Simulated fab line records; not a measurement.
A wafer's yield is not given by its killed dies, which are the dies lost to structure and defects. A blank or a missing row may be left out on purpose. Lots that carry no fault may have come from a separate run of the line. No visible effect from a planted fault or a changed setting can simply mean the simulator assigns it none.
Problem report, 8D (eight disciplines) form, completed by code	flow n5 finfet	the parts of the form that need people (team, actions taken, sign-off) are left out

1. WHAT WENT WRONG
M3_ILD_THK at N5_BEOL_M3_THK_MEAS_01 reads a mean of 100.0 nm on 2 wafers of 2 lots; wafers without a fault read 78.7 nm with a standard deviation of 1.1. That is +19 standard deviations from the usual mean.
The first sign was on wafer L257.3 at day 11 10:56, on film metro-01. At this step, 10 wafers from 4 lots have a number in the record. Rule for "out" (also "out of limits"): further than 4 standard deviations from the usual mean. The rest of the wafers with a number are treated as sound.

2. WHAT IT IS AND WHAT IT IS NOT
question	is	is not
which readings at this step	M3_ILD_THK	-
which lots	L257, L259	L242, L264
which wafers of those lots	L257.3, L259.3	L257.1, L259.1
read on which gauges	film metro-01, film metro-02	-
when	from day 11 10:56	up to then (4 sound wafers); but 4 sound wafers of L259, L264 came after

3. WHAT RULES OUT EACH SUSPECT
Counting: any tool at a process step up to the reading remains a suspect provided it ran every lot that is out. Sound lots after the first of them don't rule it out here, since some wafers of a struck lot are sound.
- ruled out: the gauge at N5_BEOL_M3_THK_MEAS_01. 2 gauges (film metro-01, film metro-02) read the wafers that are out.
- pecvd-02 at N5_BEOL_M3_ILD_DEP_00 (deposits SiOC from DEMS/O2, target thk 79 nm, time 15.3 s): kept. Every lot that is out went through it, the first being L257 (day 11 10:52); the last sound lot it ran before that was L242 (day 8 02:01).
- Within pecvd-02 at N5_BEOL_M3_ILD_DEP_00: the wafers that are out ran in chamber 1; their sound lot-mates ran in chamber 2.
Left after counting: pecvd-02 at N5_BEOL_M3_ILD_DEP_00.

4. THE CAUSE (what the simulator had put in)
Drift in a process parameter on pecvd-02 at N5_BEOL_M3_ILD_DEP_00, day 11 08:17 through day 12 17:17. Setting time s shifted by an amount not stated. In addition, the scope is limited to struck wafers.
Counting left only this tool.

5. THE CHAIN OF EFFECTS, in route order
Each row: a reading where the mean over the struck wafers with a number is more than 3 standard deviations away from the usual. Only readings for which the record gives a usual standard deviation are gone through. hours: the time from each lot's start at the first step in this table that gives one to its start at this step, as a median over the lots. sigmas: the change in usual standard deviations.
hours	step	reading	usual	on struck wafers	change	sigmas
0	N5_BEOL_M3_THK_MEAS_01	M3_ILD_THK	78.7 nm	100.0	+21.3	+19
149	N5_PASSIVATION_PROBE_49	defect limited yield	91.3 %	78.3	-13.0	-9.3
149	N5_PASSIVATION_PROBE_49	killed_at_M0_to_M3	36	190	+154	+15
149	N5_PASSIVATION_PROBE_49	killed dies	103	256	+153	+9.6
149	N5_PASSIVATION_PROBE_49	sort_bin_5_function	5.1 %	17.8	+12.7	+14
149	N5_PASSIVATION_PROBE_49	sort n pass	1077	924	-153	-9.0
149	N5_PASSIVATION_PROBE_49	sort yield pct	91.2 %	78.3	-12.9	-9.2
Here are the process steps it includes:
- N5_PASSIVATION_PROBE_49
Readings that are blank on the struck wafers while sound wafers have them: CHAIN_V2 at N5_BEOL_M4_RC_MEAS_101; CHAIN_V2_max_site at N5_BEOL_M4_RC_MEAS_101.

6. HOW IT WOULD HAVE BEEN CAUGHT EARLIER
In this record the first reading out of limits at a measuring or inspecting step was taken at day 11 10:56, 3 hours after the fault began at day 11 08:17.
No tool reading at N5_BEOL_M3_ILD_DEP_00 that has a usual standard deviation in the record was out on any struck wafer, so an alarm limit of 4 standard deviations on those readings would not have fired.
L259, from the lots that are out (2), started N5_BEOL_M3_ILD_DEP_00 on pecvd-02 later than day 11 10:56. Had the tool been put on hold then, it would have been spared.
